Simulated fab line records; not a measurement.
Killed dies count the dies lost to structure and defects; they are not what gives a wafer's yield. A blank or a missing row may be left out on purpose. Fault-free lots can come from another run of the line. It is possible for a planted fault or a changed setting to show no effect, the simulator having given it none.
Which tool did it? ; flow nandHarc ; 14 lots, 42 wafers sampled, at 3 steps of a route of 1302

== WHAT THE GAUGES READ, wafer by wafer ==
NHARC_P_BONDPAD_INSPECT_23. Usual: 341 for rawDefectCount, sd 120.
lot;measured;on;rawDefectCount;flag
L897;day 7 05:41;defectInspect-01;315 335 319;
L901;day 8 20:12;defectInspect-02;640 1017 330;
L900;day 8 21:43;defectInspect-02;252 204 217;
L902;day 9 16:33;defectInspect-02;238 194 198;
L903;day 10 01:03;defectInspect-02;270 386 433;
L904;day 10 01:52;defectInspect-02;484 391 328;
L905;day 10 13:01;defectInspect-02;353 291 330;
L909;day 12 09:49;defectInspect-01;357 492 357;
L911;day 12 19:29;defectInspect-02;251 373 278;
L910;day 12 20:55;defectInspect-02;310 327 433;
L913;day 13 17:50;defectInspect-02;318 330 237;
L917;day 15 11:18;defectInspect-02;261 462 299;
L918;day 16 01:50;defectInspect-02;319 230 357;
L919;day 16 10:55;defectInspect-02;269 257 230;

== WHICH TOOL RAN EACH LOT (tool, then ch and the chambers of the sampled wafers, then the start) ==
lot;NHARC_P_BONDPAD_DEGAS_25;NHARC_P_BONDPAD_PVD_17
L897;pvdSputter-01, day 7 04:02;pvdSputter-01, day 7 04:11
L901;pvdSputter-03, day 8 18:34;pvdSputter-03, day 8 18:41
L900;pvdSputter-03, day 8 20:07;pvdSputter-03, day 8 20:14
L902;pvdSputter-03, day 9 14:55;pvdSputter-03, day 9 15:02
L903;pvdSputter-03, day 9 23:25;pvdSputter-03, day 9 23:32
L904;pvdSputter-02, day 10 00:15;pvdSputter-02, day 10 00:23
L905;pvdSputter-02, day 10 10:54;pvdSputter-02, day 10 11:25
L909;pvdSputter-01, day 12 08:09;pvdSputter-01, day 12 08:17
L911;pvdSputter-03, day 12 17:52;pvdSputter-03, day 12 17:59
L910;pvdSputter-03, day 12 19:16;pvdSputter-03, day 12 19:24
L913;pvdSputter-03, day 13 16:15;pvdSputter-03, day 13 16:21
L917;pvdSputter-03, day 15 09:41;pvdSputter-03, day 15 09:47
L918;pvdSputter-01, day 16 00:12;pvdSputter-01, day 16 00:19
L919;pvdSputter-02, day 16 09:13;pvdSputter-02, day 16 09:20
- NHARC_P_BONDPAD_DEGAS_25: time 60 s.
- NHARC_P_BONDPAD_PVD_17: deposits TaN, target thk 5 nm, time 8.06 s.

== AS READ BY THE TOOLS THEMSELVES (means over the sampled wafers that have a number; for cases with no such wafer, the mark the record gives instead) ==
NHARC_P_BONDPAD_DEGAS_25. Usual: 485 W for heaterPowerW, sd 62.
lot;tool;heaterPowerW (W);flag
L897;pvdSputter-01;417;
L901;pvdSputter-03;510;
L900;pvdSputter-03;536;
L902;pvdSputter-03;491;
L903;pvdSputter-03;521;
L904;pvdSputter-02;520;
L905;pvdSputter-02;584;
L909;pvdSputter-01;427;
L911;pvdSputter-03;505;
L910;pvdSputter-03;483;
L913;pvdSputter-03;492;
L917;pvdSputter-03;516;
L918;pvdSputter-01;400;
L919;pvdSputter-02;518;

NHARC_P_BONDPAD_PVD_17. Usual: biasV 168.7 V, standard deviation 1.7; cathodeDcPowerW 15000 W, standard deviation 2.6; throttleValvePct 29.4 %, standard deviation 0.9.
lot;tool;biasV (V);cathodeDcPowerW (W);throttleValvePct (%);flag
L897;pvdSputter-01;168.1;14997;30.4;
L901;pvdSputter-03;168.7;15005;29.3;
L900;pvdSputter-03;167.4;15000;29.4;
L902;pvdSputter-03;168.8;15001;29.1;
L903;pvdSputter-03;166.3;14999;29.1;
L904;pvdSputter-02;168.8;14999;29.4;
L905;pvdSputter-02;169.7;15000;28.8;
L909;pvdSputter-01;167.5;15000;30.2;
L911;pvdSputter-03;-;-;-;OFF
L910;pvdSputter-03;-;-;-;OFF
L913;pvdSputter-03;168.4;15000;29.3;
L917;pvdSputter-03;169.9;14999;29.2;
L918;pvdSputter-01;167.7;14998;30.0;
L919;pvdSputter-02;166.7;14999;28.5;

== THE ANSWER, worked out from the rows above alone ==
Rule: a lot counts as off when the mean over its wafers that have a number is more than 3 standard deviations away from the usual mean. Also off: a lot with no number at a reading for which 4 or more lots have one. All remaining lots with rows at the step are treated as sound. The gauges are gone through in route order, then the tools' own readings, and for those a lot's mean is taken as printed above. The first step at which some lot is off is used, and at that step the reading that is off furthest; a lot without a number counts as furthest.
Off, at NHARC_P_BONDPAD_PVD_17 on biasV: L911, L910. Without a number there: L911, L910.
If a tool, at that step or one of the process steps before it, ran each lot that is off and ran no sound lot following the first of them, it fits. Not one of the candidates tried fits.

== WHAT WAS PUT IN BY THE SIMULATOR ==
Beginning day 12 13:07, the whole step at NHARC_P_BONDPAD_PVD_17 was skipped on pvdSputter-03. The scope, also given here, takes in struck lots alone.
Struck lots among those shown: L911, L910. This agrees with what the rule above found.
